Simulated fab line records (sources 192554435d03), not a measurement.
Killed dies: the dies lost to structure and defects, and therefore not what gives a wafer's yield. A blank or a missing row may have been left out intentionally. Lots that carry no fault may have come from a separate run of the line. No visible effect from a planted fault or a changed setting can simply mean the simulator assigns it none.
Split-lot study / flow n5 finfet / route with 1938 steps; 7 lots, 21 wafers read

== ABOUT THE SPLIT ==
At N5_BEOL_M13_EXPOSE_07 (exposes mask V12), the setting dose mj was moved away from the recipe's 24.8 on 8 of the 21 wafers read, by -3.7% to +7.0%. This setting was run at the recipe's value on the other wafers.

== FROM THE SPLIT TO THE READING: what the file shows between them, 10 steps ==
- N5_BEOL_M13_PEB_08: peb time 90 s
- N5_BEOL_M13_DEVELOP_09: develop time 45 s
- N5_BEOL_M13_HARDBAKE_14: time 120 s
- N5_BEOL_M13_CD_MEAS_10: target cd 190 nm
- N5_BEOL_M13_ETCH_59: etches BARC in N2/H2, target depth 89 nm, overetch 26.7 nm, time 67.9 s (also split here: time s)
- N5_BEOL_M13_VIA_ETCH_16: etches SiOC in C4F8/O2/Ar, target depth 921.7 nm
- N5_BEOL_M13_STRIP_63: strips in N2/H2
- N5_BEOL_M13_STRIP_64: strips in N2/H2
- N5_BEOL_M13_STRIP_71: strips in post etch residue remover, time 60 s
- N5_BEOL_M13_SRD_72: time 30 s, dry time 30 s

== THE READING ==
cd nm at N5_BEOL_M13_CD_MEAS_17, given in nm (cd target 190 nm). On this fab line, fault-free wafers typically give 189.9 nm with a standard deviation of 1.3 nm.

wafer=L077.2; tool, chamber at the split=krf scanner-02, 0; dose mj as run=24.8; against the recipe=recipe; cd nm, nm=190.9; against lot-mates on the recipe=-
wafer=L077.4; tool, chamber at the split=krf scanner-02, 0; dose mj as run=24.8; against the recipe=recipe; cd nm, nm=189.6; against lot-mates on the recipe=-
wafer=L077.6; tool, chamber at the split=krf scanner-02, 0; dose mj as run=26.54; against the recipe=+7.0%; cd nm, nm=197.8; against lot-mates on the recipe=+7.6
wafer=L079.1; tool, chamber at the split=krf scanner-02, 0; dose mj as run=24.8; against the recipe=recipe; cd nm, nm=188.4; against lot-mates on the recipe=-
wafer=L079.3; tool, chamber at the split=krf scanner-02, 0; dose mj as run=24.8; against the recipe=recipe; cd nm, nm=192.4; against lot-mates on the recipe=-
wafer=L079.6; tool, chamber at the split=krf scanner-02, 0; dose mj as run=24.8; against the recipe=recipe; cd nm, nm=188.1; against lot-mates on the recipe=-
wafer=L081.4; tool, chamber at the split=krf scanner-01, 0; dose mj as run=26; against the recipe=+4.8%; cd nm, nm=197.7; against lot-mates on the recipe=+5.7
wafer=L081.5; tool, chamber at the split=krf scanner-01, 0; dose mj as run=24.8; against the recipe=recipe; cd nm, nm=192.0; against lot-mates on the recipe=-
wafer=L081.6; tool, chamber at the split=krf scanner-01, 0; dose mj as run=26; against the recipe=+4.8%; cd nm, nm=195.2; against lot-mates on the recipe=+3.2
wafer=L083.2; tool, chamber at the split=krf scanner-02, 0; dose mj as run=24.8; against the recipe=recipe; cd nm, nm=189.1; against lot-mates on the recipe=-
wafer=L083.3; tool, chamber at the split=krf scanner-02, 0; dose mj as run=24.8; against the recipe=recipe; cd nm, nm=190.3; against lot-mates on the recipe=-
wafer=L083.6; tool, chamber at the split=krf scanner-02, 0; dose mj as run=24.8; against the recipe=recipe; cd nm, nm=189.1; against lot-mates on the recipe=-
wafer=L088.1; tool, chamber at the split=krf scanner-01, 0; dose mj as run=24.29; against the recipe=-2.1%; cd nm, nm=188.9; against lot-mates on the recipe=-1.7
wafer=L088.3; tool, chamber at the split=krf scanner-01, 0; dose mj as run=24.8; against the recipe=recipe; cd nm, nm=191.2; against lot-mates on the recipe=-
wafer=L088.6; tool, chamber at the split=krf scanner-01, 0; dose mj as run=24.8; against the recipe=recipe; cd nm, nm=189.9; against lot-mates on the recipe=-
wafer=L086.1; tool, chamber at the split=krf scanner-02, 0; dose mj as run=25.93; against the recipe=+4.6%; cd nm, nm=191.3; against lot-mates on the recipe=no lot-mate on the recipe
wafer=L086.4; tool, chamber at the split=krf scanner-02, 0; dose mj as run=25.93; against the recipe=+4.6%; cd nm, nm=192.5; against lot-mates on the recipe=no lot-mate on the recipe
wafer=L086.6; tool, chamber at the split=krf scanner-02, 0; dose mj as run=25.93; against the recipe=+4.6%; cd nm, nm=193.0; against lot-mates on the recipe=no lot-mate on the recipe
wafer=L092.2; tool, chamber at the split=krf scanner-02, 0; dose mj as run=24.8; against the recipe=recipe; cd nm, nm=189.0; against lot-mates on the recipe=-
wafer=L092.4; tool, chamber at the split=krf scanner-02, 0; dose mj as run=24.8; against the recipe=recipe; cd nm, nm=189.7; against lot-mates on the recipe=-
wafer=L092.5; tool, chamber at the split=krf scanner-02, 0; dose mj as run=23.88; against the recipe=-3.7%; cd nm, nm=185.1; against lot-mates on the recipe=-4.2

FIT RESULTS
A straight line over all 21 wafers: cd nm changes by +0.974 nm for each +1% of dose mj; r = +0.86; the points scatter about the line by 1.6 nm.
The same after taking each lot's own level away (the mean of its wafers on the recipe; 18 wafers): +1.01 nm for each +1%; r = +0.93; scatter 1.1 nm.
Per that fit: largest dose mj move, reading shift of 7.1 nm.
Measured against the standard deviation above, the lots' own levels, which go from 189.35 to 192.00 nm, span 2.0 times it.
Hence the lot-to-lot level has little effect on the slope; both slopes agree.
Check: with one of the wafers moved furthest among these (+7.0%) left out of the fit, the line predicts +6.71 nm for it against its lot-mates. It came out at +7.55 nm against them.

== OTHER SPLITS APPLIED TO THESE WAFERS ==
These wafers also went through other splits before the reading. Each is held against what the fit with the lots' levels taken away leaves over:
other split on the same wafers=N5_BEOL_M11_COAT_59 spin rpm; wafers away from the commonest value=6; r with cd nm (lot level and that fit taken away)=-0.33
other split on the same wafers=N5_BEOL_M11_COAT_22 spin rpm; wafers away from the commonest value=5; r with cd nm (lot level and that fit taken away)=+0.12
other split on the same wafers=N5_BEOL_M11_ETCH_66 time s; wafers away from the commonest value=10; r with cd nm (lot level and that fit taken away)=-0.24
other split on the same wafers=N5_BEOL_M12_SPUTTER_44 time s; wafers away from the commonest value=10; r with cd nm (lot level and that fit taken away)=+0.17
other split on the same wafers=N5_BEOL_M13_ILD_DEP_00 time s; wafers away from the commonest value=5; r with cd nm (lot level and that fit taken away)=-0.03
other split on the same wafers=N5_BEOL_M13_ETCH_59 time s; wafers away from the commonest value=6; r with cd nm (lot level and that fit taken away)=+0.70

== THE WHOLE CHAIN: every reading that the file lists as answering this split, in the file's order ==
step=N5_BEOL_M13_CD_MEAS_10; what it does=target cd 190 nm; reading=cd nm; change (the file's fit)=+0.921 nm for each +1% of the setting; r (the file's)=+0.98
step=N5_BEOL_M13_CD_MEAS_17; what it does=target cd 190 nm; reading=cd nm; change (the file's fit)=+1.03 nm for each +1% of the setting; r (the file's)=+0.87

== FILE'S OWN FIT ==
cd nm changes by +1.03 nm for each +1% of dose mj, r = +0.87.
